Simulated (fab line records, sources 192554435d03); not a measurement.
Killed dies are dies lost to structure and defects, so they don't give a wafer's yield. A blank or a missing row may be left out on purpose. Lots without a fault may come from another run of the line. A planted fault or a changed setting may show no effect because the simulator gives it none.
Split-lot experiment | flow n5_finfet | 7 lots, 21 wafers read, on a route of 1938 steps

THE SPLIT
At N5_MIM_BOT_SPUTTER_00 (material TiN, target thk 35 nm, time 89.7 s), the setting time_s was moved away from the recipe's 89.7 s on 8 of the 21 wafers read, by -8.2% to +9.0%. The other wafers ran this setting at the recipe's value.

The reading is taken at the split's own step.

THE READING
TiN_of_MIM_BOT_SPUTTER_00.thk_nm (the simulator's own value, which no gauge read), in nm, at N5_MIM_BOT_SPUTTER_00 (material TiN, target thk 35 nm, time 89.7 s). The file gives no usual value for it. The 13 wafers here that ran the recipe average 35.1 nm, standard deviation 0.21 nm.

wafer  | tool, chamber at the split | time_s as run, s | against the recipe | TiN_of_MIM_BOT_SPUTTER_00.thk_nm, nm | against lot-mates on the recipe
L074.1 | pvd_sputter-02, -          | 89.7             | recipe             | 35                                   | -
L074.5 | pvd_sputter-02, -          | 89.7             | recipe             | 35                                   | -
L074.4 | pvd_sputter-02, -          | 97.05            | +8.2%              | 38                                   | +3.0
L080.1 | pvd_sputter-02, -          | 89.7             | recipe             | 35                                   | -
L080.3 | pvd_sputter-02, -          | 89.7             | recipe             | 35.2                                 | -
L080.6 | pvd_sputter-02, -          | 82.38            | -8.2%              | 32                                   | -3.1
L084.1 | pvd_sputter-01, -          | 93.1             | +3.8%              | 35.8                                 | +0.8
L084.2 | pvd_sputter-01, -          | 93.1             | +3.8%              | 36.2                                 | +1.2
L084.3 | pvd_sputter-01, -          | 89.7             | recipe             | 35                                   | -
L087.2 | pvd_sputter-03, -          | 89.7             | recipe             | 35                                   | -
L087.6 | pvd_sputter-03, -          | 89.7             | recipe             | 35                                   | -
L087.3 | pvd_sputter-03, -          | 89.7             | recipe             | 35.2                                 | -
L091.1 | pvd_sputter-02, -          | 97.81            | +9.0%              | 37.8                                 | +3.2
L091.4 | pvd_sputter-02, -          | 97.81            | +9.0%              | 37.8                                 | +3.2
L091.5 | pvd_sputter-02, -          | 89.7             | recipe             | 34.6                                 | -
L094.1 | pvd_sputter-02, -          | 89.7             | recipe             | 34.8                                 | -
L094.3 | pvd_sputter-02, -          | 85.08            | -5.2%              | 32.8                                 | -2.0
L094.5 | pvd_sputter-02, -          | 85.08            | -5.2%              | 33                                   | -1.8
L095.3 | pvd_sputter-02, -          | 89.7             | recipe             | 35.4                                 | -
L095.4 | pvd_sputter-02, -          | 89.7             | recipe             | 35.4                                 | -
L095.6 | pvd_sputter-02, -          | 89.7             | recipe             | 35.2                                 | -

THE FIT
A straight line over all 21 wafers: TiN_of_MIM_BOT_SPUTTER_00.thk_nm changes by +0.342 nm for each +1% of time_s; r = +0.98; the points scatter about the line by 0.27 nm.
The same after taking each lot's own level away (the mean of its wafers on the recipe; 21 wafers): +0.358 nm for each +1%; r = +1.00; scatter 0.15 nm.
On that fit, the largest move of time_s shifts the reading by 3.2 nm.
The lots' own levels span 34.60 to 35.33 nm, that is 3.4 times the standard deviation above.
So the lot-to-lot level changes the slope little: the two slopes agree.
Check: with one of the wafers moved furthest among these (+9.0%) left out of the fit, the line predicts +3.18 nm for it against its lot-mates. It came out at +3.2 nm against them.

OTHER SPLITS ON THESE WAFERS
These wafers also went through other splits before the reading. Each is held against what the fit with the lots' levels taken away leaves over:
other split on the same wafers    | wafers away from the commonest value | r with TiN_of_MIM_BOT_SPUTTER_00.thk_nm (lot level and that fit taken away)
N5_BEOL_M12_ETCH_59 h2_flow_sccm  | 8                                    | +0.34
N5_BEOL_M12_SPUTTER_44 power_w    | 3                                    | +0.07
N5_BEOL_M13_COAT_58 spin_rpm      | 7                                    | -0.25
N5_BEOL_M14_TRENCH_ETCH_34 bias_w | 9                                    | +0.01

THE FILE'S OWN FIT
TiN_of_MIM_BOT_SPUTTER_00.thk_nm changes by +0.36 nm for each +1% of time_s, r = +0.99.
